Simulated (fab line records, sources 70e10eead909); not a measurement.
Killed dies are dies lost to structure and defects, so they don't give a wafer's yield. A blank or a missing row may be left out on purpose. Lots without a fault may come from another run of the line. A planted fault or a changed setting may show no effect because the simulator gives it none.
Which tool did it? | flow nand_harc | 15 lots, 45 wafers sampled, at 4 steps of a route of 1159

WHAT THE GAUGES READ, wafer by wafer
NHARC_P_GATE_CD_MEAS_91: target cd 2000 nm.
lot  | measured     | on        | cd_nm (nm)
L635 | day 5 18:15  | cd_sem-01 | 2000.9 2000.8 2000.7
L636 | day 5 17:56  | cd_sem-03 | 1999.8 2000.9 1998.9
L637 | day 6 00:19  | cd_sem-02 | 1999.7 2000.0 2000.5
L638 | day 6 00:58  | cd_sem-01 | 2000.9 2001.0 2000.1
L639 | day 6 07:34  | cd_sem-01 | 2001.1 2001.2 2001.6
L642 | day 7 02:35  | cd_sem-03 | 1999.7 1999.1 1998.8
L643 | day 7 03:22  | cd_sem-02 | 1999.5 2000.0 2000.0
L644 | day 7 16:57  | cd_sem-03 | 2000.0 2000.9 1999.4
L645 | day 7 17:14  | cd_sem-01 | 1998.3 1998.6 1999.1
L651 | day 9 11:46  | cd_sem-01 | 1999.5 2000.7 1999.4
L657 | day 10 16:10 | cd_sem-03 | 2000.4 2000.5 2001.2
L658 | day 10 22:04 | cd_sem-01 | 2000.4 2000.7 2001.9

WHICH TOOL RAN EACH LOT (tool, then ch and the chambers of the sampled wafers, then the start)
lot  | NHARC_P_ZERO_WELL_DESCUM_39       | NHARC_P_STI_ETCH_31               | NHARC_P_GATE_STRIP_76
L635 | rie_diel-06 ch 0,1,2, day 1 16:17 | rie_diel-11 ch 0,1,3, day 2 16:25 | plasma_asher-01 ch 0,1, day 5 17:20
L636 | rie_diel-10 ch 2,3, day 1 22:18   | rie_diel-11 ch 0,1, day 2 16:19   | plasma_asher-02 ch 0,1, day 5 16:58
L637 | rie_diel-06 ch 2,3, day 2 04:24   | rie_diel-03 ch 1,2, day 3 01:34   | plasma_asher-02 ch 0,1, day 5 23:23
L638 | rie_diel-06 ch 1,2, day 2 10:17   | rie_diel-11 ch 0,1,3, day 3 07:01 | plasma_asher-01 ch 0,1, day 6 00:01
L639 | rie_diel-10 ch 0,1,2, day 2 16:10 | rie_diel-11 ch 1,2,3, day 3 12:56 | plasma_asher-02 ch 0,1, day 6 06:44
L642 | rie_diel-06 ch 1,3, day 3 10:16   | rie_diel-11 ch 1,3, day 4 07:59   | plasma_asher-02 ch 0,1, day 7 01:40
L643 | rie_diel-05 ch 0,2,3, day 3 16:14 | rie_diel-03 ch 0,2,3, day 4 07:49 | plasma_asher-01 ch 0,1, day 7 02:34
L644 | rie_diel-10 ch 0,1,3, day 3 22:47 | rie_diel-07 ch 0,2,3, day 4 22:28 | plasma_asher-01 ch 0,1, day 7 16:10
L645 | rie_diel-06 ch 0,1,2, day 4 04:26 | rie_diel-03 ch 0,1,3, day 4 22:37 | plasma_asher-02 ch 0,1, day 7 16:19
L647 | rie_diel-06 ch 2,3, day 4 16:11   | rie_diel-11 ch 0,1,3, day 5 11:22 | -
L648 | rie_diel-10 ch 1,2,3, day 4 22:34 | rie_diel-03 ch 0,1,2, day 5 17:26 | -
L649 | rie_diel-05 ch 0,2,3, day 5 04:26 | rie_diel-03 ch 0,1,2, day 5 23:32 | -
L651 | rie_diel-06 ch 0,1, day 5 16:11   | rie_diel-07 ch 0,2, day 6 11:08   | plasma_asher-01 ch 0,1, day 9 10:59
L657 | rie_diel-10 ch 0,1,2, day 7 04:27 | rie_diel-03 ch 0,2,3, day 7 23:35 | plasma_asher-02 ch 0,1, day 10 15:23
L658 | rie_diel-05 ch 2,3, day 7 10:25   | rie_diel-11 ch 1,2,3, day 8 05:39 | plasma_asher-02 ch 1, day 10 21:08
- NHARC_P_ZERO_WELL_DESCUM_39: chemistry O2, time 3 s.
- NHARC_P_STI_ETCH_31: etches the open film in CF4/CHF3, target depth 108.9 nm, time 54.5 s.
- NHARC_P_GATE_STRIP_76: strips in O2.

WHAT THE TOOLS THEMSELVES READ (means of the sampled wafers that have a number; where no wafer has one, the mark that the record gives instead)
NHARC_P_ZERO_WELL_DESCUM_39.
lot  | tool        | drypump_motor_current_A (A) | mfc_ar_sccm (sccm) | oes_product_au (a.u.) | rf_vpp_V (V) | showerhead_plenum_p_Torr (Torr) | throttle_valve_pct (%)
L635 | rie_diel-06 | 5.6                         | 0.008              | 0.996                 | 58.1         | 1.93                            | 11.312
L636 | rie_diel-10 | 5.7                         | 0.012              | 0.993                 | 57.1         | 1.88                            | 11.308
L637 | rie_diel-06 | 6.1                         | 0.007              | 0.999                 | 57.5         | 1.85                            | 11.304
L638 | rie_diel-06 | 5.1                         | 0.006              | 1.004                 | 57.7         | 1.92                            | 11.314
L639 | rie_diel-10 | 5.3                         | 0.009              | 0.996                 | 58.8         | 1.92                            | 11.305
L642 | rie_diel-06 | 5.4                         | 0.013              | 1.007                 | 58.1         | 1.92                            | 11.312
L643 | rie_diel-05 | 5.7                         | 0.001              | 1.005                 | 57.6         | 1.99                            | 11.311
L644 | rie_diel-10 | 5.9                         | 0.010              | 0.990                 | 57.2         | 1.90                            | 11.313
L645 | rie_diel-06 | 5.6                         | 0.008              | 1.005                 | 57.8         | 1.93                            | 11.308
L647 | rie_diel-06 | 6.5                         | 0.015              | 0.991                 | 57.6         | 1.85                            | 11.309
L648 | rie_diel-10 | 5.7                         | 0.008              | 0.993                 | 57.7         | 1.90                            | 11.310
L649 | rie_diel-05 | 5.7                         | 0.001              | 1.004                 | 58.4         | 1.99                            | 11.303
L651 | rie_diel-06 | 5.9                         | 0.012              | 0.995                 | 57.5         | 1.97                            | 11.300
L657 | rie_diel-10 | 5.4                         | 0.009              | 0.993                 | 58.1         | 1.91                            | 11.309
L658 | rie_diel-05 | 5.5                         | 0.000              | 1.010                 | 58.0         | 2.04                            | 11.315

NHARC_P_STI_ETCH_31.
lot  | tool        | bias_w (W) | cf4_flow_sccm (sccm) | drypump_motor_current_A (A) | mfc_ar_sccm (sccm) | oes_product_au (a.u.) | rf_vpp_V (V) | showerhead_plenum_p_Torr (Torr) | throttle_valve_pct (%)
L635 | rie_diel-11 | 199.9      | 100.07               | 5.8                         | 0.015              | 0.956                 | 370.0        | 1.57                            | 16.802
L636 | rie_diel-11 | 200.1      | 100.09               | 5.6                         | 0.009              | 0.971                 | 370.1        | 1.55                            | 16.805
L637 | rie_diel-03 | 200.5      | 100.11               | 5.9                         | 0.000              | 0.967                 | 371.8        | 1.58                            | 16.804
L638 | rie_diel-11 | 200.8      | 99.70                | 5.7                         | 0.015              | 0.972                 | 371.0        | 1.57                            | 16.803
L639 | rie_diel-11 | 199.8      | 100.09               | 5.7                         | 0.006              | 0.960                 | 371.8        | 1.61                            | 16.798
L642 | rie_diel-11 | 200.5      | 99.87                | 5.7                         | 0.006              | 0.971                 | 371.0        | 1.61                            | 16.800
L643 | rie_diel-03 | 199.6      | 99.96                | 5.5                         | 0.002              | 0.967                 | 370.9        | 1.58                            | 16.798
L644 | rie_diel-07 | 199.8      | 99.91                | 5.9                         | 0.019              | 0.969                 | 373.2        | 1.63                            | 16.805
L645 | rie_diel-03 | 199.6      | 100.17               | 5.6                         | 0.002              | 0.965                 | 368.4        | 1.52                            | 16.801
L647 | rie_diel-11 | -          | -                    | -                           | -                  | -                     | -            | -                               | -
L648 | rie_diel-03 | -          | -                    | -                           | -                  | -                     | -            | -                               | -
L649 | rie_diel-03 | -          | -                    | -                           | -                  | -                     | -            | -                               | -
L651 | rie_diel-07 | 199.4      | 99.93                | 5.6                         | 0.014              | 0.974                 | 372.6        | 1.64                            | 16.809
L657 | rie_diel-03 | 200.8      | 100.12               | 5.5                         | 0.002              | 0.962                 | 370.6        | 1.58                            | 16.805
L658 | rie_diel-11 | 200.2      | 100.00               | 5.7                         | 0.006              | 0.959                 | 371.8        | 1.61                            | 16.806

NHARC_P_GATE_STRIP_76.
lot  | tool            | drypump_motor_current_A (A) | heater_power_w (W)
L635 | plasma_asher-01 | 5.4                         | 362
L636 | plasma_asher-02 | 6.1                         | 320
L637 | plasma_asher-02 | 6.2                         | 322
L638 | plasma_asher-01 | 5.4                         | 358
L639 | plasma_asher-02 | 6.2                         | 320
L642 | plasma_asher-02 | 6.1                         | 312
L643 | plasma_asher-01 | 5.4                         | 365
L644 | plasma_asher-01 | 5.2                         | 400
L645 | plasma_asher-02 | 6.1                         | 314
L651 | plasma_asher-01 | 5.4                         | 364
L657 | plasma_asher-02 | 6.1                         | 323
L658 | plasma_asher-02 | 6.2                         | 338

THE ANSWER, worked out from the rows above alone
Rule: what is usual is taken from the lots themselves. Put in order of their means at a reading, lots are off if they are a third of the lots or fewer, leave a main group of 4 or more, and stand apart from it by a gap of 3 or more times the standard deviation of the main group's means; of several such gaps the widest counts. A main group whose means are all the same, to the digits that the tables above print for the reading, isn't used. A lot without any number at a reading at which 4 lots or more have one is off too. The other lots that the step has rows for count as sound. The gauges are gone through in route order, then the tools' own readings, and for those a lot's mean is taken as printed above. The first step at which some lot is off is used, and at that step the reading that is off furthest; a lot without a number counts as furthest.
Off: L647, L648, L649, at NHARC_P_STI_ETCH_31 (bias_w). Without a number there: L647, L648, L649. The main group: mean 200.1 W, standard deviation 0.46.
A tool fits if, at that step or a process step before it, it ran every lot that is off, and no sound lot after the first of them. None of those tried fits.

WHAT THE SIMULATOR HAD PUT IN
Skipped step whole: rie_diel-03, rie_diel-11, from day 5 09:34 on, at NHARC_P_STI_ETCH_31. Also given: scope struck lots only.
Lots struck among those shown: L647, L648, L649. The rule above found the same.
